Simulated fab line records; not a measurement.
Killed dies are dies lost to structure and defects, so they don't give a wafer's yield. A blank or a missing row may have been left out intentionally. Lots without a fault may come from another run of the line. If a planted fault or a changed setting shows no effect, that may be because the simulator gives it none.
fab line records	flow nand-harc
record lots=24	wafers=72	last-day=33
route steps=1302 shown A_CHANNEL_HOLE_D1@479 A_CHANNEL_FILL_D1@508 A_DECK1_JOINT@539 A_ONON_D2@550 A_CHANNEL_HOLE_D2@583
lots that met no fault: from a run of the same line without faults
start-h: hours from the record's opening day to when the first of the lot's shown wafers began	wait-h: how many hours have passed since the lot's step before this one	" unchanged from the row above	L1.1+2: one row covering several wafers at once	- no value, or no start was given	* or withheld: withheld	< > ~ a bound
route shown NAME@n: names a module that has steps shown in the file, with the first one's number in the route	usual: mean and standard deviation over wafers with no fault	same: alike in all rows	chamber/n: place in a boat	sites: readings site by site	_std_site: standard deviation of those values	_edge_site: the outer-site mean with the inner-site mean subtracted	radius-mm: for every site, how far away it sits from the centre of the wafer	mask NAME#n: copy n	behind: the last tool/chamber to shape the wafer	hold: what put the lot on hold/how long, in hours/how the hold closed	device: whichever transistor did not switch (one of n, p or np)	end of line: the route-end tests of the same wafers	where a step has no rows: the recipe by itself	killed: the dies lost at the first sort to structure and to defects; this is not the yield of the wafer	map: per-die view of a wafer (x killed, . not killed, _ where there is no die)
set.NAME: the setting the step ran with; set.NAME@STEP: the setting that earlier step ran with	model.NAME: the simulator's own value behind a step, which no gauge read
the route's steps for a sample of lots (tables are steps, rows are wafers)
services: when a tool's chamber went out of use (start-h, in hours from the record's first day, below 0 if earlier), for how many hours, and the reason
## steps
# step NHARC_A_CHANNEL_HOLE_D1_ETCH_33
# recipe bias-v=400	source-w=2000	pressure-mtorr=25	time-s=90	ar-flow-sccm=375	c4f8-flow-sccm=41.7	o2-flow-sccm=83.3	temp-c=-20	target-depth-a=4000	chemistry=C4F8/O2/Ar
# usual drypump-motor-current-A=5.7/0.31	showerhead-plenum-p-Torr=3.64/0.077	throttle-valve-pct=27.620/0.0093
lot.wafer	tool	chamber	start-h	wait-h	drypump-motor-current-A	rf-hours-counter-h	showerhead-plenum-p-Torr	throttle-valve-pct
L075.1	har-etch-01	0	186.02	0.2	5.4	80	3.74	27.610
L075.4	"	1	"	"	5.5	-	3.60	27.625
L075.3	"	0	"	"	5.4	-	3.74	27.619
L074.1	har-etch-02	1	189.02	0.2	5.7	307	3.65	27.621
L074.6	"	0	"	"	6.2	-	3.71	27.633
L074.5	"	1	"	"	5.7	-	3.65	27.635
L077.1	har-etch-01	0	217.39	0.2	5.4	99	3.73	27.617
L077.2	"	1	"	"	5.5	99	3.59	27.627
L077.6	"	1	"	"	5.5	-	3.59	27.630
L076.1	har-etch-02	0	219.44	0.2	6.2	326	3.70	27.614
L076.3	"	0	"	"	6.2	-	3.70	27.617
L076.5	"	0	"	"	6.2	-	3.70	27.621
L078.2	har-etch-02	1	225.55	0.2	5.7	330	3.64	27.636
L078.4	"	0	"	"	6.2	-	3.70	27.623
L078.5	"	1	"	"	5.7	-	3.64	27.629
L079.3	har-etch-02	1	236.13	0.2	5.7	-	3.63	27.613
L079.6	"	0	"	"	6.2	-	3.69	27.620
L079.5	"	1	"	"	5.7	-	3.63	27.624
L080.1	har-etch-01	1	245.26	0.2	5.5	118	3.58	27.616
L080.4	"	0	"	"	5.4	-	3.71	27.606
L080.5	"	0	"	"	5.4	-	3.71	27.619
L081.3	har-etch-01	1	262.53	0.2	5.5	-	3.57	27.626
L081.4	"	0	"	"	5.4	-	3.71	27.613
L081.5	"	0	"	"	5.4	-	3.71	27.618
L082.1	har-etch-02	0	267.41	0.3	6.2	352	3.68	27.626
L082.3	"	0	"	"	6.1	-	3.68	27.623
L082.6	"	0	"	"	6.2	-	3.68	27.609
L083.1	har-etch-02	1	280.36	0.2	5.7	349	3.63	27.605
L083.4	"	1	"	"	5.7	-	3.63	27.613
L083.5	"	0	"	"	6.2	-	3.68	27.623
L084.3	har-etch-01	1	285.96	0.2	5.5	-	3.56	27.612
L084.4	"	0	"	"	5.4	-	3.70	27.607
L084.6	"	1	"	"	5.5	-	3.56	27.631
L085.3	har-etch-02	0	292.32	0.2	6.2	-	3.67	27.627
L085.6	"	0	"	"	6.2	-	3.67	27.619
L085.5	"	1	"	"	5.7	-	3.62	27.625
L086.2	har-etch-02	0	301.90	0.2	6.2	375	3.67	27.618
L086.4	"	0	"	"	6.2	-	3.67	27.624
L086.5	"	0	"	"	6.3	-	3.67	27.611
L087.2	har-etch-02	0	318.17	0.2	6.2	383	3.67	27.604
L087.6	"	0	"	"	6.2	-	3.67	27.620
L087.5	"	1	"	"	5.7	-	3.62	27.638
L088.4	har-etch-01	1	328.58	0.2	5.5	-	3.55	27.628
L088.6	"	1	"	"	5.5	-	3.55	27.615
L088.5	"	0	"	"	5.4	-	3.69	27.624
L089.4	har-etch-01	1	348.30	0.2	5.5	-	3.55	27.610
L089.5	"	0	"	"	5.4	-	3.68	27.619
L089.6	"	1	"	"	5.5	-	3.55	27.619
L091.2	har-etch-01	1	353.10	0.2	5.5	180	3.54	27.623
L091.3	"	1	"	"	5.5	-	3.54	27.616
L091.5	"	1	"	"	5.5	-	3.54	27.618
L090.2	har-etch-02	1	356.84	0.2	5.7	395	3.60	27.612
L090.4	"	0	"	"	6.2	-	3.66	27.620
L090.5	"	0	"	"	6.2	-	3.66	27.626
L092.3	har-etch-01	0	365.29	0.2	5.4	-	3.67	27.625
L092.6	"	0	"	"	5.4	-	3.67	27.619
L092.5	"	1	"	"	5.5	-	3.54	27.631
L093.1	har-etch-01	0	371.99	0.2	5.4	195	3.67	27.617
L093.6	"	0	"	"	5.4	-	3.67	27.610
L093.5	"	1	"	"	5.5	-	3.54	27.609
L094.2	har-etch-01	0	384.28	0.2	5.4	203	3.67	27.628
L094.4	"	1	"	"	5.5	-	3.53	27.632
L094.6	"	1	"	"	5.5	-	3.53	27.601
L095.3	har-etch-01	1	401.85	0.2	5.5	-	3.52	27.633
L095.6	"	1	"	"	5.5	-	3.52	27.630
L095.5	"	0	"	"	5.4	-	3.66	27.623
L097.2	har-etch-02	1	408.78	0.2	5.7	11	3.97	27.611
L097.3	"	1	"	"	5.7	-	3.97	27.617
L097.5	"	1	"	"	5.7	-	3.97	27.627
L096.2	har-etch-01	1	410.17	0.2	5.5	226	3.52	27.613
L096.3	"	1	"	"	5.5	-	3.52	27.624
L096.5	"	1	"	"	5.5	-	3.52	27.617
# step NHARC_A_CHANNEL_FILL_D1_ETCHBACK_08
# recipe target-depth-a=2200	time-s=110	c4f8-flow-sccm=20	ar-flow-sccm=withheld	rf-w=600	bias-w=300	chemistry=C4F8
# usual oes-product-au=0.95/0.036	rf-vpp-V=441.6/2.2
lot.wafer	tool	chamber	start-h	wait-h	oes-product-au	rf-hours-counter-h	rf-vpp-V
L075.4	rie-diel-01	2	-	-	1.00	1.1	440.6
L075.3	"	3	"	"	1.01	0.9	442.8
L075.1	"	0	"	"	1.00	0.7	441.0
L074.1	rie-diel-02	3	-	-	1.01	1.1	444.1
L074.5	"	0	"	"	1.00	-	443.8
L074.6	"	1	"	"	1.02	-	438.7
L076.1	rie-diel-07	3	-	-	0.93	5.7	443.3
L076.3	"	0	"	"	0.93	7.4	445.1
L076.5	"	3	"	"	0.93	-	444.1
L077.1	rie-diel-01	1	-	-	0.98	2.2	441.2
L077.2	"	3	"	"	0.95	2.6	442.7
L077.6	"	0	"	"	0.97	-	439.2
L078.2	rie-diel-01	2	-	-	0.93	2.6	440.0
L078.4	"	3	"	"	0.93	2.6	443.5
L078.5	"	1	"	"	0.93	-	441.0
L079.3	rie-diel-01	2	-	-	0.93	2.8	440.3
L079.5	"	3	"	"	0.93	-	443.8
L079.6	"	0	"	"	0.93	-	439.3
L080.1	rie-diel-07	0	-	-	0.92	8.1	444.7
L080.4	"	2	"	"	0.93	8.5	442.7
L080.5	"	1	"	"	0.92	-	437.2
L081.3	rie-diel-01	3	-	-	1.00	5.4	444.0
L081.4	"	1	"	"	0.99	5.3	441.9
L081.5	"	2	"	"	1.01	-	440.1
L082.3	rie-diel-02	1	-	-	0.93	4.8	438.0
L082.1	"	0	"	"	0.91	5.1	444.4
L082.6	"	1	"	"	0.93	-	438.1
L083.1	rie-diel-02	2	-	-	0.93	5.7	441.7
L083.4	"	3	"	"	0.92	5.7	444.2
L083.5	"	0	"	"	0.92	-	443.5
L084.3	rie-diel-07	0	-	-	0.99	2.4	444.5
L084.6	"	0	"	"	1.01	-	445.1
L084.4	"	3	"	"	1.00	-	441.7
L085.3	rie-diel-01	1	-	-	0.92	7.6	441.7
L085.5	"	0	"	"	0.92	-	440.0
L085.6	"	1	"	"	0.94	-	440.5
L086.2	rie-diel-07	3	-	-	0.92	3.1	444.7
L086.4	"	1	"	"	0.92	2.6	438.1
L086.5	"	3	"	"	0.93	-	443.4
L087.2	rie-diel-01	2	-	-	0.93	10.5	441.9
L087.5	"	3	"	"	0.94	-	442.1
L087.6	"	0	"	"	0.94	-	441.6
L088.4	rie-diel-02	3	-	-	0.92	7.9	445.2
L088.5	"	2	"	"	0.93	-	441.6
L088.6	"	3	"	"	0.92	-	443.7
L089.4	rie-diel-01	1	-	-	1.01	0.0	440.7
L089.5	"	3	"	"	1.01	-	443.0
L089.6	"	0	"	"	1.01	-	439.9
L090.2	rie-diel-07	1	-	-	0.99	5.1	437.8
L090.4	"	3	"	"	1.00	5.9	442.3
L090.5	"	2	"	"	0.99	-	442.0
L091.3	rie-diel-01	1	-	-	0.99	0.1	442.2
L091.2	"	0	"	"	1.01	0.1	441.1
L091.5	"	1	"	"	1.01	-	441.1
L092.3	rie-diel-02	1	-	-	1.00	0.3	438.7
L092.5	"	2	"	"	0.99	-	440.9
L092.6	"	3	"	"	0.99	-	446.2
L093.1	rie-diel-07	1	-	-	0.92	5.8	438.7
L093.5	"	1	"	"	0.93	-	436.7
L093.6	"	2	"	"	0.92	-	441.6
L094.2	rie-diel-01	0	-	-	0.92	3.2	439.5
L094.4	"	2	"	"	0.92	2.7	439.9
L094.6	"	1	"	"	0.93	-	442.4
L095.3	rie-diel-07	0	-	-	1.00	7.3	445.1
L095.5	"	0	"	"	1.00	-	444.7
L095.6	"	1	"	"	0.91	-	437.7
L096.3	rie-diel-01	0	-	-	0.92	5.3	440.2
L096.2	"	1	"	"	0.93	4.0	440.7
L096.5	"	3	"	"	0.92	-	443.7
L097.3	rie-diel-02	0	-	-	0.93	2.3	443.2
L097.2	"	2	"	"	0.93	2.7	441.3
L097.5	"	0	"	"	0.92	-	443.0
# step NHARC_A_CHANNEL_FILL_D1_CMP_10
# recipe target-thk-nm=150
# usual motor-current-A=12.5/1.3	time-to-endpoint-s=14.5/2.4
lot.wafer	tool	chamber	start-h	wait-h	motor-current-A	time-to-endpoint-s
L075.4	cmp-01	2	239.01	0.4	11.5	17.3
L075.3	"	3	"	"	12.4	16.1
L075.1	"	1	"	"	13.5	18.5
L074.1	cmp-03	2	239.01	0.4	11.6	16.4
L074.6	"	2	"	"	11.0	16.4
L074.5	"	3	"	"	14.6	18.1
L076.3	cmp-01	3	268.54	0.4	12.4	12.8
L076.1	"	2	"	"	12.2	14.4
L076.5	"	0	"	"	12.6	15.4
L077.1	cmp-02	2	268.55	0.4	11.9	11.4
L077.2	"	0	"	"	9.2	14.7
L077.6	"	2	"	"	12.2	12.5
L078.2	cmp-03	2	275.38	0.4	11.1	13.3
L078.4	"	3	"	"	14.9	13.0
L078.5	"	1	"	"	12.8	12.2
L079.3	cmp-01	0	285.35	0.4	12.5	9.6
L079.5	"	1	"	"	13.8	10.8
L079.6	"	2	"	"	12.9	12.4
L080.1	cmp-02	3	296.08	0.4	12.2	14.5
L080.4	"	0	"	"	9.0	14.9
L080.5	"	3	"	"	12.2	12.9
L081.4	cmp-02	1	311.81	0.4	12.4	11.7
L081.3	"	2	"	"	12.8	13.4
L081.5	"	1	"	"	12.8	14.3
L082.1	cmp-03	2	319.99	0.4	11.4	18.6
L082.3	"	3	"	"	15.3	17.0
L082.6	"	0	"	"	12.8	18.8
L083.4	cmp-03	3	330.83	0.4	14.9	17.8
L083.1	"	0	"	"	12.4	15.1
L083.5	"	3	"	"	15.1	15.4
L084.4	cmp-01	2	343.17	0.4	11.9	15.4
L084.3	"	0	"	"	13.5	15.3
L084.6	"	3	"	"	12.8	15.0
L085.3	cmp-03	3	343.24	0.4	15.4	13.5
L085.5	"	0	"	"	11.7	13.1
L085.6	"	1	"	"	12.1	13.7
L086.2	cmp-01	1	353.06	0.4	13.4	14.2
L086.4	"	0	"	"	12.8	11.7
L086.5	"	1	"	"	13.2	13.3
L087.2	cmp-03	0	371.20	0.4	12.5	12.2
L087.6	"	3	"	"	15.4	13.8
L087.5	"	0	"	"	11.9	8.9
L088.4	cmp-03	2	378.97	0.4	11.6	15.4
L088.5	"	2	"	"	11.2	12.0
L088.6	"	3	"	"	15.6	11.5
L089.4	cmp-02	1	399.19	0.4	12.6	16.5
L089.6	"	3	"	"	11.1	18.3
L089.5	"	0	"	"	9.5	17.7
L091.2	cmp-02	0	405.10	0.4	8.9	11.9
L091.3	"	2	"	"	11.9	12.3
L091.5	"	0	"	"	9.2	14.7
L090.4	cmp-01	3	405.10	0.4	12.1	16.1
L090.2	"	0	"	"	12.9	16.0
L090.5	"	2	"	"	12.2	17.4
L092.3	cmp-01	3	414.86	0.4	12.2	12.9
L092.6	"	1	"	"	14.3	13.5
L092.5	"	2	"	"	12.5	14.8
L093.1	cmp-03	3	428.19	0.4	15.2	15.0
L093.5	"	1	"	"	13.1	14.9
L093.6	"	2	"	"	11.5	15.4
L094.4	cmp-01	3	435.65	0.4	11.6	11.3
L094.2	"	0	"	"	13.6	8.9
L094.6	"	0	"	"	13.0	9.4
L095.3	cmp-02	0	452.45	0.4	9.4	16.1
L095.5	"	2	"	"	12.8	13.6
L095.6	"	3	"	"	12.1	16.3
L097.2	cmp-02	2	459.19	0.4	11.5	15.3
L097.3	"	3	"	"	12.3	18.8
L097.5	"	3	"	"	12.0	18.9
L096.2	cmp-01	1	459.19	0.4	13.0	16.0
L096.3	"	3	"	"	12.0	11.8
L096.5	"	2	"	"	12.4	14.8
# step NHARC_A_DECK1_JOINT_CMP_02
# recipe material=SiOx
# usual motor-current-A=12.2/1.1
lot.wafer	tool	chamber	start-h	wait-h	motor-current-A
L075.3	cmp-04	0	279.64	0.4	12.3
L075.4	"	2	"	"	12.4
L075.1	"	3	"	"	13.6
L074.1	cmp-02	0	279.74	0.5	9.2
L074.6	"	1	"	"	12.7
L074.5	"	2	"	"	12.0
L076.3	cmp-01	2	302.42	0.4	12.3
L076.1	"	1	"	"	13.5
L076.5	"	3	"	"	11.8
L077.2	cmp-04	0	302.44	0.4	12.9
L077.1	"	1	"	"	11.5
L077.6	"	0	"	"	12.7
L078.4	cmp-02	0	308.27	0.4	9.1
L078.2	"	2	"	"	12.2
L078.5	"	0	"	"	9.2
L079.3	cmp-02	1	323.06	0.4	12.2
L079.5	"	2	"	"	12.2
L079.6	"	3	"	"	12.4
L080.1	cmp-04	1	333.40	0.4	11.2
L080.4	"	2	"	"	12.6
L080.5	"	3	"	"	13.1
L081.3	cmp-04	1	345.08	0.4	12.0
L081.4	"	2	"	"	11.9
L081.5	"	0	"	"	12.4
L082.3	cmp-02	1	352.67	0.4	12.6
L082.1	"	3	"	"	12.2
L082.6	"	1	"	"	13.0
L083.4	cmp-02	3	366.02	0.4	12.4
L083.1	"	1	"	"	12.4
L083.5	"	3	"	"	12.6
L084.4	cmp-01	2	378.74	0.4	12.5
L084.3	"	3	"	"	12.0
L084.6	"	1	"	"	13.2
L085.3	cmp-02	0	378.77	0.4	9.6
L085.6	"	2	"	"	12.3
L085.5	"	3	"	"	12.6
L086.4	cmp-02	1	388.35	0.4	12.6
L086.2	"	2	"	"	12.3
L086.5	"	1	"	"	12.2
L087.2	cmp-01	1	402.20	0.4	13.9
L087.5	"	2	"	"	12.3
L087.6	"	3	"	"	12.0
L088.4	cmp-02	2	422.98	0.4	12.2
L088.6	"	1	"	"	12.6
L088.5	"	2	"	"	11.5
L091.2	cmp-04	0	435.50	0.4	12.7
L091.3	"	2	"	"	12.6
L091.5	"	1	"	"	12.0
L090.4	cmp-02	3	435.51	0.4	12.6
L090.2	"	0	"	"	9.0
L090.5	"	3	"	"	12.6
L089.4	cmp-01	0	435.58	0.4	12.6
L089.5	"	1	"	"	13.5
L089.6	"	2	"	"	12.4
L092.3	cmp-02	0	450.58	0.5	9.0
L092.5	"	1	"	"	13.5
L092.6	"	2	"	"	12.2
L093.1	cmp-04	3	463.91	0.5	13.6
L093.5	"	0	"	"	12.6
L093.6	"	1	"	"	10.8
L094.4	cmp-01	1	480.43	0.4	13.8
L094.2	"	2	"	"	11.9
L094.6	"	0	"	"	12.3
L095.3	cmp-04	1	485.49	0.4	11.6
L095.5	"	1	"	"	11.7
L095.6	"	2	"	"	12.1
L096.2	cmp-04	0	492.58	0.4	13.0
L096.3	"	2	"	"	12.0
L096.5	"	0	"	"	12.5
L097.3	cmp-01	0	492.58	0.4	12.9
L097.2	"	1	"	"	13.6
L097.5	"	1	"	"	13.5
# step NHARC_A_ONON_D2_THK_MEAS_08
# recipe thk-meas-gauge=ellipsometry
# usual thk-nm=1002/8.4
lot.wafer	tool	chamber	start-h	wait-h	thk-nm
L075.1	film-metro-02	-	282.04	-	994
L075.3	"	-	"	"	994
L075.4	"	-	"	"	995
L074.1	film-metro-01	-	282.39	-	986
L074.5	"	-	"	"	989
L074.6	"	-	"	"	989
L076.1	film-metro-01	-	304.84	-	1008
L076.3	"	-	"	"	1008
L076.5	"	-	"	"	1007
L077.1	film-metro-02	-	304.89	-	1006
L077.2	"	-	"	"	1008
L077.6	"	-	"	"	1006
L078.2	film-metro-01	-	310.65	-	1015
L078.4	"	-	"	"	1015
L078.5	"	-	"	"	1014
L079.3	film-metro-01	-	325.45	-	1009
L079.5	"	-	"	"	1007
L079.6	"	-	"	"	1010
L080.1	film-metro-02	-	335.78	-	1003
L080.4	"	-	"	"	1001
L080.5	"	-	"	"	1004
L081.3	film-metro-01	-	347.45	-	1000
L081.4	"	-	"	"	999
L081.5	"	-	"	"	997
L082.1	film-metro-01	-	355.12	-	996
L082.3	"	-	"	"	995
L082.6	"	-	"	"	995
L083.1	film-metro-01	-	368.44	-	1015
L083.4	"	-	"	"	1015
L083.5	"	-	"	"	1013
L084.3	film-metro-01	-	381.20	-	1013
L084.4	"	-	"	"	1012
L084.6	"	-	"	"	1012
L085.3	film-metro-01	-	381.26	-	994
L085.5	"	-	"	"	991
L085.6	"	-	"	"	992
L086.2	film-metro-01	-	390.85	-	1001
L086.4	"	-	"	"	1002
L086.5	"	-	"	"	1002
L087.2	film-metro-02	-	404.53	-	997
L087.5	"	-	"	"	998
L087.6	"	-	"	"	998
L088.4	film-metro-01	-	425.37	-	1001
L088.5	"	-	"	"	1002
L088.6	"	-	"	"	998
L091.2	film-metro-02	-	437.91	-	993
L091.3	"	-	"	"	995
L091.5	"	-	"	"	996
L090.2	film-metro-01	-	437.92	-	1004
L090.4	"	-	"	"	1004
L090.5	"	-	"	"	1004
L089.4	film-metro-01	-	438.09	-	1008
L089.5	"	-	"	"	1008
L089.6	"	-	"	"	1009
L092.3	film-metro-02	-	452.98	-	999
L092.5	"	-	"	"	1000
L092.6	"	-	"	"	1000
L093.1	film-metro-02	-	466.45	-	995
L093.5	"	-	"	"	996
L093.6	"	-	"	"	996
L094.2	film-metro-02	-	482.82	-	996
L094.4	"	-	"	"	996
L094.6	"	-	"	"	997
L095.3	film-metro-01	-	487.91	-	1020
L095.5	"	-	"	"	1020
L095.6	"	-	"	"	1019
L097.2	film-metro-02	-	495.00	-	1001
L097.3	"	-	"	"	1002
L097.5	"	-	"	"	1003
L096.2	film-metro-02	-	495.04	-	987
L096.3	"	-	"	"	985
L096.5	"	-	"	"	987
# step NHARC_A_CHANNEL_HOLE_D2_OVL_MEAS_11
# usual overlay-x-nm=0.0/0.84	overlay-y-nm=0.1/0.78
lot.wafer	tool	chamber	start-h	wait-h	overlay-x-nm	overlay-y-nm
L074.1	overlay-01	-	296.32	-	1.5	-0.7
L074.5	"	-	"	"	1.7	-0.4
L074.6	"	-	"	"	1.8	0.0
L075.1	overlay-01	-	296.72	-	0.6	-0.3
L075.3	"	-	"	"	1.0	-0.8
L075.4	"	-	"	"	0.8	0.0
L076.1	overlay-01	-	318.85	-	0.9	0.6
L076.3	"	-	"	"	0.8	0.7
L076.5	"	-	"	"	0.4	0.5
L077.1	overlay-01	-	319.55	-	-0.2	0.6
L077.2	"	-	"	"	-0.2	0.6
L077.6	"	-	"	"	-0.5	-0.1
L078.2	overlay-02	-	325.97	-	-0.7	0.7
L078.4	"	-	"	"	-0.4	0.7
L078.5	"	-	"	"	-0.7	0.5
L079.3	overlay-02	-	339.78	-	-1.6	1.1
L079.5	"	-	"	"	-1.4	0.9
L079.6	"	-	"	"	-0.8	0.2
L080.1	overlay-01	-	352.99	-	0.1	0.9
L080.4	"	-	"	"	0.3	1.4
L080.5	"	-	"	"	-0.4	1.1
L081.3	overlay-01	-	361.82	-	-0.5	0.5
L081.4	"	-	"	"	0.0	0.3
L081.5	"	-	"	"	-0.3	0.2
L082.1	overlay-02	-	370.09	-	-1.0	1.3
L082.3	"	-	"	"	-1.2	0.0
L082.6	"	-	"	"	-1.0	0.7
L083.1	overlay-01	-	386.50	-	-0.5	-2.3
L083.4	"	-	"	"	-0.5	-1.7
L083.5	"	-	"	"	-0.7	-2.2
L084.3	overlay-02	-	396.68	-	0.8	0.5
L084.4	"	-	"	"	0.7	0.3
L084.6	"	-	"	"	0.2	-0.2
L085.3	overlay-02	-	397.56	-	0.0	-0.1
L085.5	"	-	"	"	0.3	0.5
L085.6	"	-	"	"	-0.3	0.4
L086.2	overlay-01	-	405.78	-	1.8	0.5
L086.4	"	-	"	"	1.8	0.8
L086.5	"	-	"	"	1.5	1.1
L087.2	overlay-02	-	421.89	-	-0.7	0.9
L087.5	"	-	"	"	-0.6	0.8
L087.6	"	-	"	"	0.1	1.1
L088.4	overlay-01	-	443.61	-	-0.2	-0.3
L088.5	"	-	"	"	0.3	-0.3
L088.6	"	-	"	"	-0.1	-0.2
L091.2	overlay-01	-	452.26	-	0.1	0.5
L091.3	"	-	"	"	0.3	-0.7
L091.5	"	-	"	"	-0.1	0.3
L090.2	overlay-01	-	452.42	-	-2.3	0.1
L090.4	"	-	"	"	-1.6	0.7
L090.5	"	-	"	"	-1.9	0.7
L089.4	overlay-01	-	453.56	-	0.3	-0.6
L089.5	"	-	"	"	0.5	-0.2
L089.6	"	-	"	"	0.1	-0.4
L092.3	overlay-01	-	467.12	-	-0.6	-0.5
L092.5	"	-	"	"	-0.9	-1.0
L092.6	"	-	"	"	-0.6	-0.2
L093.1	overlay-01	-	484.01	-	-0.5	0.5
L093.5	"	-	"	"	-0.6	0.3
L093.6	"	-	"	"	-0.3	0.4
L094.2	overlay-01	-	501.96	-	-0.5	-0.2
L094.4	"	-	"	"	0.0	0.1
L094.6	"	-	"	"	-0.3	0.3
L095.3	overlay-01	-	505.04	-	-0.1	-1.5
L095.5	"	-	"	"	-0.1	-1.3
L095.6	"	-	"	"	0.3	-1.4
L097.2	overlay-02	-	510.37	-	1.0	0.6
L097.3	"	-	"	"	0.9	0.5
L097.5	"	-	"	"	0.6	0.8
L096.2	overlay-01	-	510.52	-	0.1	0.3
L096.3	"	-	"	"	0.6	-0.2
L096.5	"	-	"	"	0.3	0.8
## services
tool	chamber	start-h	hours	kind
har-etch-01	-	168.96	5.4	repair
cmp-02	-	175.70	3.2	repair
cmp-01	-	192.13	4.0	pm
cmp-02	-	193.78	1.7	repair
rie-diel-01	-	203.91	9.0	pm
cmp-02	-	232.50	4.0	pm
cmp-01	-	235.44	1.6	repair
cmp-01	-	246.54	1.5	repair
rie-diel-01	0	249.73	2.6	repair
rie-diel-01	-	255.05	2.3	repair
cmp-01	-	278.71	1.1	repair
cmp-02	-	289.56	0.9	repair
cmp-01	-	290.13	4.0	pm
cmp-02	-	299.38	0.8	repair
cmp-02	-	330.50	4.0	pm
har-etch-02	-	337.22	2.1	repair
rie-diel-01	1	371.54	7.8	repair
har-etch-02	-	377.00	17.0	pm
cmp-01	-	388.13	4.0	pm
cmp-02	-	428.50	4.0	pm
cmp-01	-	433.08	1.7	repair
cmp-01	-	468.67	0.5	repair
cmp-02	-	481.09	1.1	repair
cmp-01	-	486.13	4.0	pm
## key
fault none
